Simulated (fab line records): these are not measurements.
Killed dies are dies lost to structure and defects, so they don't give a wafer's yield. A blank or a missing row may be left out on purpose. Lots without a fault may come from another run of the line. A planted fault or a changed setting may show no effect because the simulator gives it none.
What tool caused it? -- flow nand-harc -- 13 lots, 38 wafers sampled, at 5 steps of a route of 1159

WHAT THE GAUGES SHOWED, per wafer
NHARC_END_WLT_00.
lot,measured,on,VT_DECK1_BOTTOM,VT_DECK1_BOTTOM_INNER,VT_DECK1_MEDIAN_NEAR_BOTTOM,VT_DECK1_MEDIAN_NEAR_BOTTOM_INNER,VT_DECK1_MIDDLE,VT_DECK1_MIDDLE_INNER,VT_DECK1_TOP,VT_DECK1_TOP_INNER
L651,day 20 10:19,prober-02,0.866 0.859 0.869,0.857 0.862 0.868,0.866 0.863 0.867,0.860 0.862 0.865,0.880 0.880 0.884,0.873 0.874 0.880,0.887 0.885 0.899,0.896 0.886 0.896
L652,day 20 02:01,prober-02,0.867 0.862 0.864,0.867 0.876 0.866,0.870 0.874 0.869,0.861 0.872 0.869,0.884 0.878 0.882,0.887 0.889 0.881,0.889 0.886 0.882,0.888 0.887 0.885
L653,day 19 09:22,prober-02,0.880 0.870 0.879,0.874 0.874 0.873,0.877 0.870 0.883,0.882 0.874 0.874,0.885 0.885 0.892,0.887 0.890 0.887,0.899 0.905 0.904,0.902 0.897 0.900
L654,day 20 17:34,prober-02,0.872 0.868 0.877,0.877 0.873 0.874,0.882 0.877 0.879,0.885 0.874 0.872,0.892 0.889 0.884,0.892 0.891 0.883,0.903 0.894 0.894,0.895 0.898 0.899
L655,day 21 01:26,prober-02,0.875 0.872 0.872,0.873 0.869 0.876,0.871 0.875 0.877,0.875 0.870 0.870,0.888 0.887 0.886,0.893 0.890 0.892,0.902 0.899 0.901,0.905 0.901 0.897
L658,day 21 19:34,prober-02,0.880 0.873 0.869,0.881 0.865 0.865,0.879 0.866 0.878,0.873 0.874 0.865,0.891 0.885 0.885,0.879 0.885 0.891,0.894 0.910 0.900,0.902 0.905 0.900
L661,day 21 23:34,prober-01,0.864 0.867 0.862,0.862 0.861 0.864,0.865 0.867 0.865,0.866 0.863 0.865,0.875 0.873 0.874,0.880 0.882 0.878,0.893 0.891 0.892,0.897 0.894 0.891
L659,day 21 15:21,prober-01,0.862 0.865 0.865,0.856 0.873 0.866,0.864 0.856 0.868,0.856 0.864 0.864,0.874 0.883 0.876,0.875 0.876 0.874,0.884 0.890 0.879,0.885 0.891 0.887
L663,day 22 14:05,prober-02,0.874 0.879 0.872,0.875 0.864 0.871,0.874 0.875 0.871,0.876 0.879 0.873,0.894 0.893 0.890,0.898 0.887 0.890,0.902 0.899 0.905,0.903 0.903 0.900
L662,day 22 05:51,prober-02,0.874 0.873 0.868,0.874 0.861 0.872,0.872 0.862 0.866,0.865 0.864 0.873,0.883 0.880 0.883,0.879 0.888 0.882,0.896 0.897 0.900,0.896 0.890 0.897
L664,day 22 15:48,prober-01,0.874 0.871 0.866,0.879 0.876 0.865,0.876 0.877 0.871,0.876 0.874 0.873,0.881 0.883 0.876,0.880 0.879 0.879,0.903 0.895 0.884,0.893 0.904 0.891
L672,day 25 00:10,prober-01,0.876,0.874,0.875,0.876,0.888,0.887,0.902,0.902
L673,day 25 13:52,prober-01,0.861 0.877,0.872 0.875,0.864 0.872,0.870 0.866,0.890 0.887,0.885 0.885,0.898 0.902,0.900 0.897

NHARC_END_SORT_01.
lot,measured,on,killed-at-array,killed-at-other,killed-at-periphery,killed-dies,killed-open,killed-short
L654,day 20 20:37,prober-02,38 42 41,1 0 0,1 3 6,40 45 47,2 1 6,2 4 1
L659,day 21 18:20,prober-01,37 33 46,0 0 0,2 8 3,39 41 49,2 1 3,4 0 3
L673,day 25 17:10,prober-01,36 551 30,0 0 0,5 1 2,41 552 32,4 4 4,2 2 2

WHICH TOOL RAN EACH LOT (tool, then ch and the chambers of the sampled wafers, then the start)
lot,NHARC_A_SLIT_DEP_00,NHARC_THIN_TSV_PVD_51,NHARC_THIN_TSV_DEGAS_53
L651,"acl-dep-02 ch 0, day 14 23:11","pvd-sputter-03, day 19 12:05 or earlier","pvd-sputter-03, day 19 12:05"
L652,"acl-dep-01 ch 0, day 14 23:17","pvd-sputter-01, day 19 09:40 or earlier","pvd-sputter-01, day 19 09:40"
L653,"acl-dep-02 ch 0, day 15 00:49","pvd-sputter-02, day 19 04:08 or earlier","pvd-sputter-03, day 19 04:08"
L654,"acl-dep-01 ch 0, day 15 01:15","pvd-sputter-03, day 19 15:46 or earlier","pvd-sputter-02, day 19 15:46"
L655,"acl-dep-01 ch 0, day 15 10:17","pvd-sputter-02, day 19 22:35 or earlier","pvd-sputter-02, day 19 22:35"
L658,"acl-dep-03 ch 0, day 16 09:14","pvd-sputter-02, day 21 12:21 or earlier","pvd-sputter-02, day 21 12:21"
L661,"acl-dep-01 ch 0, day 16 10:23","pvd-sputter-01, day 21 13:39 or earlier","pvd-sputter-01, day 21 13:39"
L659,"acl-dep-02 ch 0, day 16 10:28","pvd-sputter-01, day 21 08:19 or earlier","pvd-sputter-02, day 21 08:19"
L663,"acl-dep-02 ch 0, day 17 11:29","pvd-sputter-03, day 22 07:44 or earlier","pvd-sputter-01, day 22 07:44"
L662,"acl-dep-03 ch 0, day 17 13:07","pvd-sputter-01, day 21 23:17 or earlier","pvd-sputter-01, day 21 23:17"
L664,"acl-dep-01 ch 0, day 17 18:26","pvd-sputter-01, day 22 06:44 or earlier","pvd-sputter-01, day 22 06:44"
L672,"acl-dep-01 ch 0, day 19 11:31","pvd-sputter-01, day 24 15:22 or earlier","pvd-sputter-03, day 24 15:22"
L673,"acl-dep-01 ch 0, day 20 04:31","pvd-sputter-01, day 24 18:56 or earlier","pvd-sputter-01, day 24 18:56"
- NHARC_A_SLIT_DEP_00: deposits aC, target thk 3200 nm.
- NHARC_THIN_TSV_PVD_51: deposits Cu, target thk 100 nm.
- NHARC_THIN_TSV_DEGAS_53: time 60 s.

AS READ BY THE TOOLS THEMSELVES (means over the sampled wafers that have a number; for cases with no such wafer, the mark the record gives instead)
NHARC_A_SLIT_DEP_00.
lot,tool,throttle-valve-pct (%)
L651,acl-dep-02,34.996
L652,acl-dep-01,35.008
L653,acl-dep-02,34.996
L654,acl-dep-01,35.009
L655,acl-dep-01,34.998
L658,acl-dep-03,35.005
L661,acl-dep-01,35.000
L659,acl-dep-02,35.003
L663,acl-dep-02,35.008
L662,acl-dep-03,34.988
L664,acl-dep-01,35.008
L672,acl-dep-01,34.993
L673,acl-dep-01,34.995

NHARC_THIN_TSV_PVD_51.
lot,tool,throttle-valve-pct (%)
L651,pvd-sputter-03,29.2
L652,pvd-sputter-01,30.2
L653,pvd-sputter-02,30.5
L654,pvd-sputter-03,29.6
L655,pvd-sputter-02,30.6
L658,pvd-sputter-02,30.5
L661,pvd-sputter-01,30.2
L659,pvd-sputter-01,30.5
L663,pvd-sputter-03,29.6
L662,pvd-sputter-01,30.1
L664,pvd-sputter-01,30.0
L672,pvd-sputter-01,31.4
L673,pvd-sputter-01,30.8

NHARC_THIN_TSV_DEGAS_53.
lot,tool,heater-power-w (W)
L651,pvd-sputter-03,445
L652,pvd-sputter-01,421
L653,pvd-sputter-03,429
L654,pvd-sputter-02,511
L655,pvd-sputter-02,489
L658,pvd-sputter-02,484
L661,pvd-sputter-01,446
L659,pvd-sputter-02,474
L663,pvd-sputter-01,470
L662,pvd-sputter-01,457
L664,pvd-sputter-01,423
L672,pvd-sputter-03,437
L673,pvd-sputter-01,456

THE ANSWER, worked out from the rows above alone
Rule: what is usual is taken from the lots themselves. Put in order of their means at a reading, lots are off if they are a third of the lots or fewer, leave a main group of 4 or more, and stand apart from it by a gap of 3 or more times the standard deviation of the main group's means; of several such gaps the widest counts. Not used: any main group whose means are identical at the precision the tables above print for the reading. A lot without any number at a reading at which 4 lots or more have one is off too. The other lots that the step has rows for count as sound. The gauges are gone through in route order, then the tools' own readings, and for those a lot's mean is taken as printed above. The first step at which some lot is off is used, and at that step the reading that is off furthest; a lot without a number counts as furthest.
Across all readings shown, no lot is off: no conclusion can be drawn from this.

WHAT HAD BEEN PUT IN BY THE SIMULATOR
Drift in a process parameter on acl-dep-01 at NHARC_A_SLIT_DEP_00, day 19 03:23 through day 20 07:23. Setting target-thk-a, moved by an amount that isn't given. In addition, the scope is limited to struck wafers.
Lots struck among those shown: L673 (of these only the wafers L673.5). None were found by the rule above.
